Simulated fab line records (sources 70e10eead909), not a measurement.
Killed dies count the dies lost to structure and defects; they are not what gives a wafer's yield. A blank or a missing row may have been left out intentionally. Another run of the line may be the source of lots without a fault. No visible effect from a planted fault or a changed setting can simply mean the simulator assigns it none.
Shared-tool check + flow nand harc + 16 lots, 48 wafers sampled

== WHY THIS WAS OPENED ==
On 4 of the 16 lots, a flag is raised at NHARC_A_CHANNEL_HOLE_D2_CD_MEAS_10 on the reading cd nm. Fault-free wafers read 100.1 nm, with a standard deviation of 0.4.
Rule: a lot is flagged in two cases, either no wafer of it has a number, or all its wafers with numbers fall more than 4 standard deviations from that mean. As for the other lots, they are considered sound.

| lot  | measured     | on        | cd nm (nm), wafer by wafer | flag    |
|------|--------------|-----------|----------------------------|---------|
| L239 | day 12 23:05 | cd sem-02 | 100.0 99.9 100.2           |         |
| L238 | day 13 23:50 | cd sem-03 | 99.6 100.1 99.9            |         |
| L241 | day 14 06:25 | cd sem-03 | 100.2 99.7 100.2           |         |
| L240 | day 14 06:51 | cd sem-03 | 99.7 100.4 99.9            |         |
| L246 | day 16 12:51 | cd sem-01 | 100.5 100.1 100.3          |         |
| L245 | day 16 13:02 | cd sem-03 | 117.0 116.1 116.3          | FLAGGED |
| L247 | day 17 04:17 | cd sem-03 | 113.8 114.3 113.5          | FLAGGED |
| L248 | day 17 13:46 | cd sem-01 | 112.2 112.9 113.6          | FLAGGED |
| L250 | day 18 03:23 | cd sem-03 | 113.1 113.0 112.7          | FLAGGED |
| L252 | day 19 06:32 | cd sem-03 | 99.7 99.9 99.9             |         |
| L255 | day 20 13:26 | cd sem-01 | 99.8 99.9 100.6            |         |
| L257 | day 21 08:19 | cd sem-03 | 99.8 99.4 100.7            |         |
| L258 | day 21 15:25 | cd sem-03 | 99.6 100.2 99.9            |         |
| L259 | day 21 22:59 | cd sem-03 | 99.5 100.0 100.7           |         |
| L260 | day 22 08:46 | cd sem-02 | 100.1 100.1 100.5          |         |
| L261 | day 22 22:04 | cd sem-03 | 99.3 100.6 100.3           |         |
On average the flagged lots' numbers are 114.0 nm, which is +13.9 nm against the usual, or +35 standard deviations.

== WHICH TOOL EACH LOT WENT THROUGH ==
3 process steps preceding the reading are held in the record, out of 1302 steps in the route. Every cell lists first the tool, next ch and the chambers used by the sampled wafers, and last the start.
| lot  | flag    | NHARC_A_DECK1_JOINT_CMP_02    | NHARC_A_CHANNEL_HOLE_D2_DEP_00 | NHARC_A_CHANNEL_HOLE_D2_EXPOSE_07  |
|------|---------|-------------------------------|--------------------------------|------------------------------------|
| L239 |         | cmp-02 ch 1,2,3, day 12 05:26 | acl dep-03 ch 0, day 12 21:03  | arfi scanner-01 ch 0, day 12 22:58 |
| L238 |         | cmp-03 ch 0,1,3, day 13 00:46 | acl dep-01 ch 0, day 13 21:56  | arfi scanner-01 ch 0, day 13 23:41 |
| L241 |         | cmp-03 ch 1,2, day 13 10:08   | acl dep-01 ch 0, day 14 03:53  | arfi scanner-01 ch 0, day 14 06:17 |
| L240 |         | cmp-01 ch 0,1,2, day 13 10:08 | acl dep-02 ch 0, day 14 04:13  | arfi scanner-03 ch 0, day 14 06:43 |
| L246 |         | cmp-02 ch 0,1,3, day 15 18:07 | acl dep-03 ch 0, day 16 10:13  | arfi scanner-03 ch 0, day 16 12:43 |
| L245 | FLAGGED | cmp-01 ch 0,3, day 15 18:06   | acl dep-02 ch 0, day 16 10:42  | arfi scanner-02 ch 0, day 16 12:54 |
| L247 | FLAGGED | cmp-01 ch 2,3, day 16 11:58   | acl dep-03 ch 0, day 17 02:23  | arfi scanner-02 ch 0, day 17 04:09 |
| L248 | FLAGGED | cmp-03 ch 1,2, day 16 19:06   | acl dep-03 ch 0, day 17 11:51  | arfi scanner-02 ch 0, day 17 13:38 |
| L250 | FLAGGED | cmp-02 ch 2,3, day 17 07:07   | acl dep-03 ch 0, day 18 01:19  | arfi scanner-02 ch 0, day 18 03:15 |
| L252 |         | cmp-02 ch 1,2,3, day 18 11:23 | acl dep-03 ch 0, day 19 04:38  | arfi scanner-03 ch 0, day 19 06:23 |
| L255 |         | cmp-03 ch 0,1,2, day 19 16:32 | acl dep-02 ch 0, day 20 11:24  | arfi scanner-01 ch 0, day 20 13:17 |
| L257 |         | cmp-02 ch 1,2, day 20 10:35   | acl dep-01 ch 0, day 21 05:39  | arfi scanner-01 ch 0, day 21 08:10 |
| L258 |         | cmp-01 ch 1,3, day 20 18:30   | acl dep-02 ch 0, day 21 13:12  | arfi scanner-01 ch 0, day 21 15:17 |
| L259 |         | cmp-03 ch 1,2,3, day 21 00:04 | acl dep-02 ch 0, day 21 20:40  | arfi scanner-03 ch 0, day 21 22:51 |
| L260 |         | cmp-03 ch 0,2,3, day 21 16:05 | acl dep-03 ch 0, day 22 05:52  | arfi scanner-03 ch 0, day 22 08:38 |
| L261 |         | cmp-02 ch 0,1, day 22 04:35   | acl dep-03 ch 0, day 22 19:32  | arfi scanner-03 ch 0, day 22 21:55 |
What these steps do:
- NHARC_A_DECK1_JOINT_CMP_02: polishes SiOx.
- NHARC_A_CHANNEL_HOLE_D2_DEP_00: deposits aC, target thk 3100 nm.
- NHARC_A_CHANNEL_HOLE_D2_EXPOSE_07: exposes mask HOLE D2, target cd 100 nm.
- NHARC_A_CHANNEL_HOLE_D2_CD_MEAS_10: target cd 100 nm.

== FLAGGED OVER TOTAL, TOOL BY TOOL (the gauges that took the reading come last) ==
| step                               | tool            | lots run | flagged | share of the flagged lots | sound lots run after its first flagged lot |
|------------------------------------|-----------------|----------|---------|---------------------------|--------------------------------------------|
| NHARC_A_DECK1_JOINT_CMP_02         | cmp-01          | 4        | 2       | some                      | 1 (L258)                                   |
| NHARC_A_DECK1_JOINT_CMP_02         | cmp-02          | 6        | 1       | some                      | 3 (L252,L257,L261)                         |
| NHARC_A_DECK1_JOINT_CMP_02         | cmp-03          | 6        | 1       | some                      | 3 (L255,L259,L260)                         |
| NHARC_A_CHANNEL_HOLE_D2_DEP_00     | acl dep-01      | 3        | 0       | none                      | -                                          |
| NHARC_A_CHANNEL_HOLE_D2_DEP_00     | acl dep-02      | 5        | 1       | some                      | 3 (L255,L258,L259)                         |
| NHARC_A_CHANNEL_HOLE_D2_DEP_00     | acl dep-03      | 8        | 3       | some                      | 3 (L252,L260,L261)                         |
| NHARC_A_CHANNEL_HOLE_D2_EXPOSE_07  | arfi scanner-01 | 6        | 0       | none                      | -                                          |
| NHARC_A_CHANNEL_HOLE_D2_EXPOSE_07  | arfi scanner-02 | 4        | 4       | all                       | 0                                          |
| NHARC_A_CHANNEL_HOLE_D2_EXPOSE_07  | arfi scanner-03 | 6        | 0       | none                      | -                                          |
| NHARC_A_CHANNEL_HOLE_D2_CD_MEAS_10 | cd sem-01       | 3        | 1       | some                      | 1 (L255)                                   |
| NHARC_A_CHANNEL_HOLE_D2_CD_MEAS_10 | cd sem-02       | 2        | 0       | none                      | -                                          |
| NHARC_A_CHANNEL_HOLE_D2_CD_MEAS_10 | cd sem-03       | 11       | 3       | some                      | 5 (L252,L257,L258,L259,L261)               |

== THE TABLE: WHAT IT ALLOWS ==
In the table, 1 row covers all flagged lots: arfi scanner-02 at NHARC_A_CHANNEL_HOLE_D2_EXPOSE_07.
- arfi scanner-02 at NHARC_A_CHANNEL_HOLE_D2_EXPOSE_07 ran 4 lots, 4 of them flagged. With no sound lot run before its first flagged lot in this sample, there is nothing to narrow down the start. Its own readings lie more than 4 standard deviations out on every wafer of the flagged lots: exposure dose mJ cm2.
What remains is a single tool, arfi scanner-02 at NHARC_A_CHANNEL_HOLE_D2_EXPOSE_07.

== WHAT THE SIMULATOR PUT IN ==
Process parameters drifting: arfi scanner-02 at NHARC_A_CHANNEL_HOLE_D2_EXPOSE_07, beginning at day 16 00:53. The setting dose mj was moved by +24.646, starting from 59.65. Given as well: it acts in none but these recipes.
Struck lots among those shown: L245, L247, L248, L250. The same result came from the rule above.
